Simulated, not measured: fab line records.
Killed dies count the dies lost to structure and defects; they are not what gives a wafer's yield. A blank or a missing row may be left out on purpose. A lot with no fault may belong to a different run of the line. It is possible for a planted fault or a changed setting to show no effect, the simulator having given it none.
Which tool is to blame? + flow nandHarc + at 1 step of a route of 1302, 23 lots with 69 wafers sampled

WHAT EACH GAUGE READ, for each wafer
NHARC_A_CHANNEL_HOLE_D1_CD_MEAS_18. Usual: cdNm at 99.3 nm, with a standard deviation of 2.
| lot  | measured     | on       | cdNm (nm)         | flag |
|------|--------------|----------|-------------------|------|
| L074 | day 8 12:14  | cdSem-02 | 99.8 99.0 99.7    |      |
| L075 | day 8 20:00  | cdSem-01 | 101.0 99.5 97.3   |      |
| L076 | day 9 16:29  | cdSem-01 | 98.8 98.7 102.6   |      |
| L077 | day 9 17:07  | cdSem-03 | 103.1 103.1 100.3 |      |
| L079 | day 10 06:18 | cdSem-01 | 96.2 97.0 100.7   |      |
| L078 | day 10 12:56 | cdSem-01 | 100.7 102.6 100.8 |      |
| L081 | day 11 00:26 | cdSem-03 | 101.5 100.2 100.7 |      |
| L080 | day 11 01:38 | cdSem-01 | 99.3 100.2 100.5  |      |
| L082 | day 11 21:53 | cdSem-02 | 101.7 101.1 99.7  |      |
| L083 | day 12 05:52 | cdSem-03 | 98.4 97.7 99.5    |      |
| L084 | day 12 21:22 | cdSem-01 | 100.7 100.3 100.1 |      |
| L085 | day 13 01:05 | cdSem-01 | 103.2 102.4 97.8  |      |
| L087 | day 13 17:37 | cdSem-01 | 96.8 99.9 96.4    |      |
| L088 | day 14 12:41 | cdSem-03 | 98.1 100.1 97.5   |      |
| L089 | day 14 13:48 | cdSem-01 | 98.8 101.6 101.9  |      |
| L090 | day 15 07:17 | cdSem-01 | 99.2 99.9 96.8    |      |
| L092 | day 15 16:07 | cdSem-02 | 96.4 99.0 99.4    |      |
| L091 | day 15 17:04 | cdSem-01 | 100.3 97.1 97.3   |      |
| L093 | day 16 05:51 | cdSem-02 | 99.5 97.2 97.9    |      |
| L095 | day 17 03:13 | cdSem-02 | 100.2 101.2 99.8  |      |
| L094 | day 17 03:42 | cdSem-01 | 98.6 102.0 96.8   |      |
| L096 | day 17 13:12 | cdSem-01 | 94.2 97.8 98.0    |      |
| L097 | day 18 09:46 | cdSem-02 | 99.6 96.8 95.5    |      |

WHICH TOOL RAN EACH LOT (tool, then ch and the chambers of the sampled wafers, then the start)
Record: no process step prior to these readings.

AS READ BY THE TOOLS THEMSELVES (means over the sampled wafers that have a number; for cases with no such wafer, the mark the record gives instead)
The record holds no such reading with a usual standard deviation.

THE ANSWER, worked out from the rows above alone
Rule: lot off if the mean of its wafers having a number is beyond 3 standard deviations from the usual mean. Also off: a lot with no number at a reading for which 4 or more lots have one. The other lots that the step has rows for count as sound. After the gauges, taken in route order, come the tools' own readings; for these a lot's mean is taken, as printed above. The first step at which some lot is off is used, and at that step the reading that is off furthest; a lot without a number counts as furthest.
No lot is off at any reading shown: from this, nothing can be told.

WHAT THE SIMULATOR PUT IN
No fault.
